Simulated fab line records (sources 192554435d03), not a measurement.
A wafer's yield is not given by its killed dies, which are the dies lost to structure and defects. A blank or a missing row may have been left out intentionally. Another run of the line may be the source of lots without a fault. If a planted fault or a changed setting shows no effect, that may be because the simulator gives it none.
fab line records ; flow n5Finfet
record lots=6; wafers=18; lastDay=15
route steps=1938 shown SDB@361 DUMMY_REMOVAL@377 HKMG_FIN@385 PASSIVATION@1936
lots untouched by any fault: they come from a run of this same line in which no faults occurred
startH: hours from the record's opening day to when the first of the lot's shown wafers began ; waitH: how many hours have passed since the lot's step before this one ; " as in the row above ; L1.1+2: one row covering several wafers at once ; - no value, or no start given ; * or withheld: withheld ; < > ~ a bound
route shown NAME@n: a module of which the file shows steps, and the number in the route of the first ; usual: mean/standard deviation taken from wafers without a fault ; same: alike in all rows ; chamber/n: place in a boat ; sites: each site's reading ; _std_site: their standard deviation ; _edge_site: inner sites' mean taken away from outer sites' mean ; radiusMm: how far each site lies from the wafer's centre ; mask NAME#n: copy n ; behind: the last tool/chamber to shape the wafer ; hold: what put the lot on hold/how long, in hours/how the hold closed ; device: which transistor (n, p or np) failed to switch ; end of line: at the end of the route, the tests of the same wafers ; where a step has no rows: the recipe by itself ; killed: count of dies lost to structure and defects at first sort (not the wafer's yield) ; map: dies across one wafer; x = killed, . = not, _ = none there
set.NAME: setting as actually run; set.NAME@STEP: the setting as run at that earlier step ; model.NAME: the simulator's own value behind a step, which no gauge read
lots at selected steps of the route; one table per step, one row per wafer
services: a tool's chamber out of use, with start hour (startH, from the record's first day; less than 0 if before it), hours out, and reason
## steps
# step N5_SDB_ETCH_18
# recipe chemistry=N2/H2; target=SOC; targetDepthA=1000; overetchA=200; maskMaterial=SiARC; tempC=40; timeS=150; ionEnergyEv=200; pressureMtorr=30; sourceW=840; biasW=150; n2FlowSccm=200; h2FlowSccm=200
# step N5_SDB_STRIP_19
# recipe chemistry=N2/H2; tempC=40; n2FlowSccm=200; h2FlowSccm=200; rfFrequencyHz=6e+07
# step N5_SDB_STRIP_21
# recipe chemistry=CF4; resist=SiARC; powerW=300; biasPowerW=75; pressureMtorr=50; cf4FlowSccm=150; rfFrequencyHz=6e+07
# usual drypumpMotorCurrentA=5.8/0.43; oesProductAu=0.75/0.088; rfVppV=270.7/1.7; showerheadPlenumPTorr=1.78/0.068; throttleValvePct=13.55/0.26
lot.wafer;tool;chamber;startH;waitH;drypumpMotorCurrentA;oesProductAu;rfHoursCounterH;rfVppV;showerheadPlenumPTorr;throttleValvePct
L637.2;rieDiel-04;2;96.98;0.0;5.3;0.70;204;270.1;1.78;13.80
L637.3;rieDiel-04;0;96.98;0.0;5.6;0.92;14;272.0;1.93;13.55
L637.5;rieDiel-04;2;96.98;0.0;5.3;0.71;-;271.5;1.78;13.81
L638.4;rieDiel-02;0;101.55;0.0;6.2;0.70;182;268.7;1.71;13.42
L638.5;rieDiel-02;3;101.55;0.0;6.6;0.71;-;270.2;1.76;13.24
L638.6;rieDiel-02;2;101.55;0.0;5.6;0.70;-;271.1;1.79;13.85
L643.1;rieDiel-02;3;140.22;0.0;6.5;0.70;196;270.6;1.75;13.27
L643.2;rieDiel-02;0;140.22;0.0;6.1;0.70;196;268.8;1.71;13.44
L643.3;rieDiel-02;2;140.22;0.0;5.6;0.69;224;270.0;1.78;13.87
L645.4;rieDiel-05;3;148.85;0.0;5.5;0.93;-;269.5;1.77;13.58
L645.5;rieDiel-05;2;148.85;0.0;5.5;0.74;-;268.4;1.66;13.54
L645.6;rieDiel-05;1;148.85;0.0;6.1;0.77;-;271.9;1.88;13.74
L646.4;rieDiel-02;2;152.26;0.0;5.6;0.69;-;270.8;1.78;13.90
L646.5;rieDiel-02;0;152.26;0.0;6.2;0.69;-;267.8;1.70;13.47
L646.6;rieDiel-02;3;152.26;0.0;6.6;0.69;-;271.9;1.75;13.30
L647.2;rieDiel-02;0;155.98;0.0;6.1;0.69;204;268.1;1.70;13.46
L647.5;rieDiel-02;2;155.98;0.0;5.6;0.69;-;272.0;1.78;13.87
L647.6;rieDiel-02;1;155.98;0.0;5.9;0.98;-;271.8;1.83;13.03
# step N5_SDB_HM_OPEN_20
# recipe chemistry=CH3F/O2; target=SiNx; maskMaterial=SOC; targetDepthA=240; stopOn=poly-Si; overEtchFrac=0.4; ionEnergyEv=120; pressureMtorr=30; sourceW=395; biasW=73; Ar_flow_sccm=150; CH3F_flow_sccm=30; O2_flow_sccm=20
# step N5_SDB_STRIP_22
# recipe chemistry=N2/H2; powerW=1000; tempC=250; h2Frac=0.65; overashFraction=0.3; pressureMtorr=withheld; n2FlowSccm=1750; h2FlowSccm=3250
# step N5_SDB_PRECLEAN_23
# recipe chemistry=dHF; timeS=30; tempC=25; dilution=withheld
# step N5_SDB_DUMMY_REMOVE_24
# recipe chemistry=TMAH; tempC=70; target=poly-Si; stopOn=SiO2; targetDepthNm=142; concWtPct=5; timeS=57; dry=ipaMarangoni; rinseTimeS=30; rinseTempC=23
# step N5_SDB_ETCH_25
# recipe chemistry=C4F6/O2; target=SiO2; targetDepthA=100; timeS=3.3; ionEnergyEv=250; maskMaterial=SiNx; pressureMtorr=30; sourceW=345; biasW=185; Ar_flow_sccm=300; C4F6_flow_sccm=10; O2_flow_sccm=10
# step N5_SDB_CUT_ETCH_26
# recipe chemistry=HBr/Cl2/O2; target=Si; targetDepthA=1296; btTimeS=20; maskMaterial=SiNx; timeS=51.8; ionEnergyEv=*; biasW=*; pressureMtorr=10; icpW=800; HBr_flow_sccm=150; Cl2_flow_sccm=80; O2_flow_sccm=12
# usual drypumpMotorCurrentA=5.6/0.48; oesProductAu=0.996/0.014; throttleValvePct=37.2/0.5
lot.wafer;tool;chamber;startH;waitH;drypumpMotorCurrentA;oesProductAu;rfHoursCounterH;throttleValvePct
L637.2;rieSi-05;3;97.87;0.1;5.3;0.997;125;37.6
L637.3;rieSi-05;2;97.87;0.1;6.4;1.001;142;37.2
L637.5;rieSi-05;1;97.87;0.1;5.7;0.987;-;37.1
L638.4;rieSi-03;0;101.97;0.0;5.7;0.975;91;37.7
L638.5;rieSi-03;1;101.97;0.0;5.1;0.991;-;36.7
L638.6;rieSi-03;0;101.97;0.0;5.6;0.986;-;37.7
L643.1;rieSi-05;3;141.03;0.1;5.3;1.002;126;37.6
L643.2;rieSi-05;0;141.03;0.1;5.3;1.007;60;37.2
L643.3;rieSi-05;2;141.03;0.1;6.4;1.001;143;37.2
L645.4;rieSi-02;0;149.67;0.0;4.9;1.001;98;37.9
L645.5;rieSi-02;1;149.67;0.0;4.9;1.017;-;36.3
L645.6;rieSi-02;0;149.67;0.0;4.9;0.990;-;37.9
L646.4;rieSi-05;3;152.89;0.0;5.3;1.002;126;37.6
L646.5;rieSi-05;2;152.89;0.0;6.4;1.002;-;37.2
L646.6;rieSi-05;1;152.89;0.0;5.7;0.994;-;37.0
L647.2;rieSi-02;2;156.39;0.1;6.4;0.988;118;37.2
L647.5;rieSi-02;0;156.39;0.1;4.9;1.003;-;37.9
L647.6;rieSi-02;3;156.39;0.1;5.8;0.979;-;36.2
# step N5_SDB_PRECLEAN_38
# recipe chemistry=dHF; timeS=10; dilution=750:1; tempC=25
# step N5_SDB_PRECLEAN_39
# recipe chemistry=O3/DIW; timeS=45; tempC=22; o3Ppm=10
# step N5_SDB_SRD_28
# recipe dry=ipaMarangoni; timeS=30; tempC=23; rinseLiquid=diw
# step N5_SDB_ALD_29
# recipe material=SiNx; targetThkA=300; tempC=400; aldPrecursorFamily=SiH2I2; aldCoReactant=N2/H2-plasma; pulseTimeS=1; aldCycles=600; purgeTimeS=2; coReactantPurgeTimeS=2; pressureTorr=2
# usual heaterPowerW=851/76; precursorPulseHeightRel=1.000/0.019
lot.wafer;tool;chamber;startH;waitH;heaterPowerW;precursorPulseHeightRel
L637.2;aldSin-03;0;98.46;0.4;882;0.976
L637.3;aldSin-03;1;98.46;0.4;748;0.976
L637.5;aldSin-03;0;99.81;1.7;859;1.002
L638.4;aldSin-02;1;102.15;0.0;877;1.011
L638.5;aldSin-02;2;103.51;1.4;769;0.978
L638.6;aldSin-02;3;103.51;1.4;752;1.001
L643.1;aldSin-03;0;141.21;0.0;852;1.009
L643.2;aldSin-03;2;141.21;0.0;882;1.012
L643.3;aldSin-03;3;141.21;0.0;965;0.998
L645.4;aldSin-01;3;149.85;0.0;724;1.001
L645.5;aldSin-01;2;151.20;1.4;965;1.032
L645.6;aldSin-01;3;151.20;1.4;735;1.010
L646.4;aldSin-02;1;153.07;0.0;895;1.009
L646.5;aldSin-02;2;154.43;1.4;769;1.004
L646.6;aldSin-02;1;154.43;1.4;888;1.014
L647.2;aldSin-02;1;156.57;0.0;898;0.989
L647.5;aldSin-02;0;157.93;1.4;849;0.986
L647.6;aldSin-02;1;157.93;1.4;890;0.993
# step N5_SDB_CMP_30
# recipe stopOn=poly-Si; tOverpolishS=1.54; postCmpClean=alkalineBrush; downForcePsi=4.1491; platenRpm=51.796; padVelocityMS=1.0306; targetThkNm=30
# step N5_SDB_THK_MEAS_31
# recipe reads=a-Si_of_DUMMY_GATE_CVD_03
# usual SDB_THK=64.4/1.3
lot.wafer;tool;chamber;startH;waitH;SDB_THK[nm]
L637.2;filmMetro-02;-;101.49;-;63.9
L637.3;filmMetro-02;-;101.49;-;66.3
L637.5;filmMetro-02;-;101.49;-;65.8
L638.4;filmMetro-02;-;105.19;-;66.1
L638.5;filmMetro-02;-;105.19;-;64.2
L638.6;filmMetro-02;-;105.19;-;66.3
L643.1;filmMetro-02;-;144.24;-;64.1
L643.2;filmMetro-02;-;144.24;-;66.0
L643.3;filmMetro-02;-;144.24;-;63.4
L645.4;filmMetro-02;-;152.88;-;64.6
L645.5;filmMetro-02;-;152.88;-;62.2
L645.6;filmMetro-02;-;152.88;-;62.4
L646.4;filmMetro-02;-;156.10;-;63.1
L646.5;filmMetro-02;-;156.10;-;64.3
L646.6;filmMetro-02;-;156.10;-;64.5
L647.2;filmMetro-02;-;159.60;-;61.2
L647.5;filmMetro-02;-;159.60;-;64.8
L647.6;filmMetro-02;-;159.60;-;65.2
# step N5_DUMMY_REMOVAL_HM_STRIP_01
# recipe chemistry=CH3F/O2; material=SiNx; targetDepthA=40; stopOn=poly-Si; timeS=6.8; overEtchFrac=0.3; ionEnergyEv=60; powerW=410; biasW=29; Ar_flow_sccm=150; CH3F_flow_sccm=30; O2_flow_sccm=20
# step N5_DUMMY_REMOVAL_STRIP_10
# recipe chemistry=N2/H2; timeS=40; powerW=100; tempC=40; pressureMtorr=100; rfFrequencyHz=6e+07; biasPowerW=3; n2FlowSccm=300; h2FlowSccm=300
# step N5_DUMMY_REMOVAL_PRECLEAN_07
# recipe chemistry=dHF; timeS=30; tempC=25; dilution=withheld
# step N5_DUMMY_REMOVAL_DUMMY_REMOVE_02
# recipe chemistry=TMAH; tempC=70; target=poly-Si; stopOn=SiO2; targetDepthNm=142; concWtPct=5; timeS=57; dry=ipaMarangoni; rinseTimeS=30; rinseTempC=23
# step N5_DUMMY_REMOVAL_PRECLEAN_08
# recipe chemistry=NF3:NH3; afsCycles=2; tempC=30; timeS=20; sublimationTempC=180; sublimationTimeS=60; pressureTorr=3; rfPowerW=30
# step N5_DUMMY_REMOVAL_PRECLEAN_04
# recipe chemistry=DHF; timeS=37; tempC=25; dilution=500:1
# step N5_DUMMY_REMOVAL_SRD_05
# recipe dry=ipaMarangoni; doPpb=5; timeS=30; tempC=23; rinseLiquid=diw
# step N5_HKMG_FIN_IL_REGROW_00
# recipe material=SiO2; targetThkA=7.5; chemistry=O3; tempC=withheld; timeS=30
# step N5_HKMG_FIN_HK_ALD_01
# recipe material=HfO2; targetThkA=16; tempC=withheld; aldPrecursorFamily=HfCl4; aldCoReactant=H2O; pulseTimeS=3; purgeTimeS=3; coReactantPurgeTimeS=2.5; coReactantPulseTimeS=0.3; aldCycles=30
# usual precursorPulseHeightRel=1.001/0.018
lot.wafer;tool;chamber;startH;waitH;precursorPulseHeightRel
L637.2;aldHk-03;3;102.15;0.0;1.005
L637.3;aldHk-03;1;102.15;0.0;0.998
L637.5;aldHk-03;1;102.15;0.0;1.005
L638.4;aldHk-03;2;105.81;0.0;1.023
L638.5;aldHk-03;3;105.81;0.0;0.979
L638.6;aldHk-03;2;105.81;0.0;1.017
L643.1;aldHk-03;0;144.85;0.0;0.995
L643.2;aldHk-03;3;144.85;0.0;0.997
L643.3;aldHk-03;2;144.85;0.0;1.022
L645.4;aldHk-03;3;153.62;0.0;1.014
L645.5;aldHk-03;3;153.62;0.0;1.027
L645.6;aldHk-03;0;153.62;0.0;0.989
L646.4;aldHk-01;2;156.72;0.0;0.971
L646.5;aldHk-01;2;156.72;0.0;0.967
L646.6;aldHk-01;3;156.72;0.0;0.980
L647.2;aldHk-02;0;160.34;0.0;1.016
L647.5;aldHk-02;2;160.34;0.0;1.021
L647.6;aldHk-02;3;160.34;0.0;0.978
# step N5_HKMG_FIN_HK_ANNEAL_02
# recipe tempC=700; timeS=30; ambient=N2; idleTempC=600; rampUpCPerS=150; rampDownCPerS=60; coolToC=600
# step N5_HKMG_FIN_ALD_74
# recipe material=La2O3; targetThkA=5; tempC=250; aldPrecursorFamily=La-Cp; aldCoReactant=O3; pulseTimeS=6; coReactantPulseTimeS=1; purgeTimeS=3; coReactantPurgeTimeS=3
# step N5_HKMG_FIN_ALD_75
# recipe material=Al2O3; targetThkA=10; tempC=150; aldPrecursorFamily=TMA; aldCoReactant=H2O; pulseTimeS=withheld; coReactantPulseTimeS=1
# usual heaterPowerW=148/19; precursorPulseHeightRel=0.993/0.018
lot.wafer;tool;chamber;startH;waitH;heaterPowerW;precursorPulseHeightRel
L637.2;aldHk-01;0;102.71;0.1;145;0.987
L637.3;aldHk-01;3;102.71;0.1;177;1.003
L637.5;aldHk-01;2;102.71;0.1;127;0.983
L638.4;aldHk-01;1;106.34;0.0;148;0.974
L638.5;aldHk-01;3;106.34;0.0;171;0.993
L638.6;aldHk-01;2;106.34;0.0;132;0.982
L643.1;aldHk-01;2;145.33;0.0;130;0.997
L643.2;aldHk-01;0;145.33;0.0;139;0.975
L643.3;aldHk-01;3;145.33;0.0;173;0.976
L645.4;aldHk-02;2;154.13;0.0;115;1.013
L645.5;aldHk-02;0;154.13;0.0;152;1.004
L645.6;aldHk-02;3;154.13;0.0;147;0.974
L646.4;aldHk-03;3;157.20;0.0;139;0.969
L646.5;aldHk-03;0;157.20;0.0;161;0.996
L646.6;aldHk-03;1;157.20;0.0;189;0.973
L647.2;aldHk-01;0;160.82;0.0;144;1.033
L647.5;aldHk-01;3;160.82;0.0;172;1.029
L647.6;aldHk-01;2;160.82;0.0;131;0.992
# step N5_HKMG_FIN_COAT_41
# recipe resist=SOC; tempC=250; timeS=60; spinRpm=1500; resistThkNm=300
# step N5_HKMG_FIN_COAT_42
# recipe resist=SiARC; tempC=220; timeS=60; spinRpm=1500; resistThkNm=35
# step N5_HKMG_FIN_COAT_43
# recipe resist=CAR-ArF; spinRpm=1500; resistThkNm=90
# step N5_HKMG_FIN_EBR_45
# recipe solvent=PGMEA; ebrWidthMm=1.5
# step N5_HKMG_FIN_SOFTBAKE_44
# recipe tempC=110; timeS=60; resist=CAR-ArF
# step N5_HKMG_FIN_EXPOSE_46
# recipe maskId=NDIPOLE; na=1.35; sourceShape=conventional; sigmaOuter=0.8; polarization=unpolarized; doseMj=40
# step N5_HKMG_FIN_PEB_47
# recipe pebTempC=withheld; pebTimeS=60; resist=CAR-ArF
# step N5_HKMG_FIN_DEVELOP_48
# recipe developTimeS=30; developer=TMAH; resist=CAR-ArF; rinseLiquid=diw; dry=airSpin; devTempC=23
# step N5_HKMG_FIN_CD_MEAS_49
# recipe targetCdNm=202; landingEnergyEv=500; detector=seInlens; polarity=opening
# usual cdNm=201.9/1.1
lot.wafer;tool;chamber;startH;waitH;cdNm
L637.2;cdSem-03;0;103.24;-;201.6
L637.3;cdSem-03;0;103.24;-;201.9
L637.5;cdSem-03;0;103.24;-;201.6
L638.4;cdSem-01;0;106.81;-;199.0
L638.5;cdSem-01;0;106.81;-;200.9
L638.6;cdSem-01;0;106.81;-;200.4
L643.1;cdSem-01;0;145.80;-;202.2
L643.2;cdSem-01;0;145.80;-;202.8
L643.3;cdSem-01;0;145.80;-;202.8
L645.4;cdSem-02;0;154.60;-;200.2
L645.5;cdSem-02;0;154.60;-;200.4
L645.6;cdSem-02;0;154.60;-;200.5
L646.4;cdSem-02;0;157.67;-;202.4
L646.5;cdSem-02;0;157.67;-;202.3
L646.6;cdSem-02;0;157.67;-;203.2
L647.2;cdSem-03;0;161.29;-;204.7
L647.5;cdSem-03;0;161.29;-;202.6
L647.6;cdSem-03;0;161.29;-;203.8
# step N5_HKMG_FIN_OVL_MEAS_50
# recipe pointsPerWafer=44
# usual NDIPOLE_OVL=0.2/0.79
lot.wafer;tool;chamber;startH;waitH;NDIPOLE_OVL[nm]
L637.2;overlay-01;0;103.27;0.0;0.1
L637.3;overlay-01;0;103.27;0.0;0.5
L637.5;overlay-01;0;103.27;0.0;1.4
L638.4;overlay-02;0;106.84;0.0;-0.5
L638.5;overlay-02;0;106.84;0.0;-0.1
L638.6;overlay-02;0;106.84;0.0;-0.1
L643.1;overlay-01;0;145.83;0.0;0.1
L643.2;overlay-01;0;145.83;0.0;-0.1
L643.3;overlay-01;0;145.83;0.0;0.1
L645.4;overlay-02;0;154.63;0.0;-0.3
L645.5;overlay-02;0;154.63;0.0;-1.8
L645.6;overlay-02;0;154.63;0.0;-0.7
L646.4;overlay-01;0;157.69;0.0;0.1
L646.5;overlay-01;0;157.69;0.0;2.1
L646.6;overlay-01;0;157.69;0.0;-0.1
L647.2;overlay-01;0;161.32;0.0;-0.2
L647.5;overlay-01;0;161.32;0.0;-0.3
L647.6;overlay-01;0;161.32;0.0;0.1
# step N5_HKMG_FIN_DESCUM_53
# recipe chemistry=O2; timeS=7.9; sourcePowerW=50; biasPowerW=20; pressureMtorr=20; rfFrequencyHz=2.712e+07; tempC=40; resist=CAR-ArF; o2FlowSccm=225
# step N5_HKMG_FIN_ETCH_54
# recipe chemistry=CF4; target=SiARC; targetDepthA=455; maskMaterial=CAR-ArF; timeS=75.8; ionEnergyEv=80; pressureMtorr=40; sourceW=545; biasW=36; Ar_flow_sccm=100; cf4FlowSccm=100; ends=cleared
# usual drypumpMotorCurrentA=5.8/0.4; etchRfOnTimeS=77.3/2.7; oesProductAu=0.65/0.092; rfVppV=184.0/1.2; showerheadPlenumPTorr=2.15/0.082; throttleValvePct=15.55/0.22
lot.wafer;tool;chamber;startH;waitH;drypumpMotorCurrentA;etchRfOnTimeS;oesProductAu;rfHoursCounterH;rfVppV;showerheadPlenumPTorr;throttleValvePct
L637.2;rieDiel-02;1;103.40;0.0;5.9;80.7;0.57;242;184.5;2.18;15.57
L637.3;rieDiel-02;2;103.40;0.0;5.6;74.8;0.61;209;184.3;2.13;15.82
L637.5;rieDiel-02;3;103.40;0.0;6.6;80.1;0.59;-;183.2;2.12;15.32
L638.4;rieDiel-04;0;107.00;0.0;5.6;75.8;0.78;-;185.9;2.29;15.55
L638.5;rieDiel-04;2;107.00;0.0;5.3;77.9;0.59;-;182.6;2.12;15.83
L638.6;rieDiel-04;3;107.00;0.0;6.0;80.3;0.56;-;184.0;2.12;15.60
L643.1;rieDiel-05;1;146.00;0.0;6.1;77.4;0.65;144;185.1;2.23;15.73
L643.2;rieDiel-05;3;146.00;0.0;5.5;71.9;0.84;9;183.7;2.12;15.69
L643.3;rieDiel-05;2;146.00;0.0;5.5;79.9;0.62;159;182.0;1.97;15.51
L645.4;rieDiel-05;2;154.75;0.0;5.5;79.0;0.61;-;182.3;1.97;15.51
L645.5;rieDiel-05;1;154.75;0.0;6.1;77.4;0.64;-;184.1;2.23;15.72
L645.6;rieDiel-05;3;154.75;0.0;5.6;71.4;0.82;-;182.7;2.12;15.69
L646.4;rieDiel-02;0;157.80;0.0;6.1;75.9;0.59;204;182.2;2.04;15.50
L646.5;rieDiel-02;0;157.80;0.0;6.1;75.5;0.60;-;182.1;2.05;15.50
L646.6;rieDiel-02;3;157.80;0.0;6.5;81.8;0.58;-;184.4;2.12;15.36
L647.2;rieDiel-04;1;161.61;0.0;5.5;76.4;0.60;217;184.4;2.20;15.46
L647.5;rieDiel-04;0;161.61;0.0;5.6;75.8;0.74;-;186.3;2.28;15.59
L647.6;rieDiel-04;1;161.61;0.0;5.5;76.4;0.59;-;185.8;2.20;15.46
# step N5_PASSIVATION_PROBE_49
# usual killed_at_M0_to_M3=34/11; killed_at_M4_up=13/5.2; killedAtContacts=13/6.3; killedAtFrontEnd=40/14; killedAtOther=3.2/2.4; killedDies=104/19; killedOpen=69/14; killedShort=32/7.5
# same grossDies=1180; killedAtBackSide=0
lot.wafer;tool;chamber;startH;waitH;killed_at_M0_to_M3;killed_at_M4_up;killedAtContacts;killedAtFrontEnd;killedAtOther;killedDies;killedOpen;killedShort
L646.4;prober-02;-;347.55;0.2;30;13;15;177;6;241;86;34
L646.5;prober-02;-;347.60;0.2;36;15;14;145;3;213;103;36
L646.6;prober-02;-;347.65;0.3;46;22;14;174;0;256;94;43
L647.2;prober-02;-;364.54;0.1;46;17;19;149;4;235;81;38
L647.5;prober-02;-;364.69;0.2;32;9;13;96;4;154;58;27
L647.6;prober-02;-;364.74;0.3;60;8;8;158;4;238;76;37
# killed by level:class
L646.4 SDB:unspecified=119 FIN_SAQP:geometricParticle:open=15 MOL_CONTACT_COAG:geometricParticle:open=13 STI_FIN_REVEAL:geometricParticle:open=12 BEOL_M2:geometricParticle:open=8 BEOL_M4:geometricParticle:open=8 BEOL_M0_SAQP:geometricParticle:open=6 BEOL_M0_SAQP:geometricParticle:short=6
L646.5 SDB:unspecified=68 STI_FIN_REVEAL:geometricParticle:open=33 MOL_CONTACT_COAG:geometricParticle:open=12 FIN_SAQP:geometricParticle:open=11 BEOL_M0_SAQP:geometricParticle:short=10 BEOL_M4:geometricParticle:open=9 BEOL_M0_SAQP:geometricParticle:open=8 STI_FIN_REVEAL:geometricParticle:short=7
L646.6 SDB:unspecified=115 STI_FIN_REVEAL:geometricParticle:open=14 FIN_SAQP:geometricParticle:open=12 MOL_CONTACT_COAG:geometricParticle:open=11 BEOL_M4:geometricParticle:open=11 BEOL_M2:geometricParticle:open=9 FIN_SAQP:geometricParticle:short=7 BEOL_M0_SAQP:geometricParticle:open=7
L647.2 SDB:unspecified=114 MOL_CONTACT_COAG:geometricParticle:open=13 BEOL_M0_SAQP:geometricParticle:open=11 BEOL_M0_SAQP:geometricParticle:short=11 BEOL_M4:geometricParticle:open=11 FIN_SAQP:geometricParticle:open=9 BEOL_M3:geometricParticle:open=8 STI_FIN_REVEAL:geometricParticle:open=6
L647.5 SDB:unspecified=63 FIN_SAQP:geometricParticle:open=8 MOL_CONTACT_COAG:geometricParticle:open=8 BEOL_M0_SAQP:geometricParticle:open=8 BEOL_M0_SAQP:geometricParticle:short=7 BEOL_M2:geometricParticle:open=7 DUMMY_GATE:geometricParticle:open=5 BEOL_M0:geometricParticle:open=5
L647.6 SDB:unspecified=124 BEOL_M0_SAQP:geometricParticle:open=15 BEOL_M1:geometricParticle:open=13 GATE_CUT:geometricParticle:short=10 BEOL_M3:geometricParticle:open=9 BEOL_M0_SAQP:geometricParticle:short=8 MOL_CONTACT_COAG:geometricParticle:open=6 BEOL_M2:geometricParticle:open=6
# map L646.6 (x killed, . not)
_________________............________________
______________x................._____________
___________.......................x__________
__________........xx........x......x_________
________.....................x.......x_______
_______....x...x.............xx........______
______..x..............x..x.....x.x....._____
_____.............................x......____
____..........x.............x............x___
___....x.......x...x....x.......x.......x..__
___........................xxx.............__
__x....................x..x.x..........x.x.._
__...........x...x..x..........x..x........._
_x...xx...x..x..............xx......x...x....
_.........x.................x.....x....x.....
_........x.....xx.....x.....xx..x...x...x..x.
_.......x.x..x..............x....x..x......x.
_.....xxxxxx.xxx......xx......x..x..x..xx.x..
_...x.x.xxxxxxx.xx.x....x..............x.x..x
_....xxxxxxxxxxxx..x.x...x....x........xx....
_x.xxxxxxxxxxxxxxxx.......x.......x..........
__.xxxxxxxxxxxxx............x...x....x..x..x_
__.x.xxxxxxxxxxx...x.......x.....x......x..._
___.xx.xxxxxxxx.xxx.....x..........x.....xx__
___.x.xxxxxxxxxxx.........x......x.......x.__
____x..x..xxxxx...x..............x........___
_____xx.xx.x..........x.......xx....x....____
______xx...x.x..x...............x.xx...._____
_______.x.xxx............x.............______
________....xx.x.xx..........x..x....._______
__________.xx......x.x.............._________
___________x....x.......xx.........__________
______________......x.....x....._____________
_________________.....x......________________
# map L647.6 (x killed, . not)
_________________.....x......________________
______________...........xx....._____________
___________..x.............x...x...__________
__________................x........._________
________...x.........x................_______
_______......x............x............______
______x.....x..........x...........x...._____
_____..x.................x.........x.....____
____...x..x...........x..x........x.......___
___....x..................x....x...........__
___.x.....x.x.x...x.....x....x......x....x.__
__...x......x..............................._
__x.....x.....x..........xx.........x.....x._
_.....x.........x..........x..x....x.x....x..
_..........x.....x......x.........x..........
_.......xx..xx........xx..........x..........
_.......xx.xx........x...............x.......
_...x...xxxxx.....x..x....x...............x..
_....xxxxxxxxxxxx.........x..................
_....xxxxxxxxxxxx..................x.....x...
_...xxxxxxxxxxxx.xx...........x...........x..
__xxxxxxxxxxxxxxxx.....x..x....x..x.......xx_
__....xxxxxxxxxxxx.x..x...x.x............x.._
___xxxxxxxxxxxxxxxx.xx...xx......x........x__
___...xxxxxxxxxxx........x........x........__
____..xxxxxxx.xx.x..........x..x......x.x.___
_____.xxxxxx.xxx.x.......x.x........x...x____
______..xx.x.......................x...._____
_______.......x........x...............______
________...........x.....x...x........_______
__________...............x.........._________
___________...........x............__________
______________..x..x...x........_____________
_________________..x.........________________
## services
tool;chamber;startH;hours;kind
aldSin-02;-;75.70;0.6;repair
rieDiel-04;1;84.16;5.7;repair
aldSin-01;-;85.29;14.0;pm
aldHk-01;-;91.11;2.8;pm
aldHk-03;-;91.18;1.6;repair
rieDiel-05;3;98.30;-;clean
rieDiel-05;3;98.30;-;consumableReplace:focusRing
rieDiel-05;3;98.30;19.9;scheduledDown
rieDiel-05;3;98.30;19.9;ventCycle
rieSi-03;0;104.55;5.4;repair
rieSi-02;2;105.70;4.0;repair
rieSi-05;-;107.59;2.8;pm
aldSin-02;0;109.50;4.8;repair
rieDiel-04;3;117.89;-;clean
rieDiel-04;3;117.89;-;consumableReplace:focusRing
rieDiel-04;3;117.89;23.5;scheduledDown
rieDiel-02;1;136.01;-;clean
rieDiel-02;1;136.01;-;consumableReplace:focusRing
rieDiel-02;1;136.01;16.5;scheduledDown
rieDiel-02;1;136.01;16.5;ventCycle
rieDiel-05;-;138.50;4.3;pm
rieSi-05;1;140.86;2.5;repair
rieDiel-04;3;143.18;13.8;repair
rieSi-02;1;156.72;4.8;repair
## key
firstSign step=N5_PASSIVATION_PROBE_49; reading=killedAtFrontEnd; direction=up; sigmas=8.1; usual=40; struck=150
effect step=N5_PASSIVATION_PROBE_49; reading=killedDies; direction=up; sigmas=6.3; usual=104; struck=223
moreKillsBornAt N5_SDB_ALD_29@aldSin-02=603
metAt N5_SDB_ALD_29
struckWafers L646.4,L646.5,L646.6,L647.2,L647.5,L647.6
testerLeftOut L646,L647
fault kind=chamberParticleSource; tool=aldSin-02; chamber=-; onsetH=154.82; steps=N5_SDB_ALD_29; ratePerVisitCm2=0.77479; endH=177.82
# testerLeftOut: of these lots the tester's yield and bins aren't shown, on N5 and GAA mostly nor the transistor test; their killed dies are dies lost to structure and defects alone, not to doping, threshold or leakage, so they don't give the yield
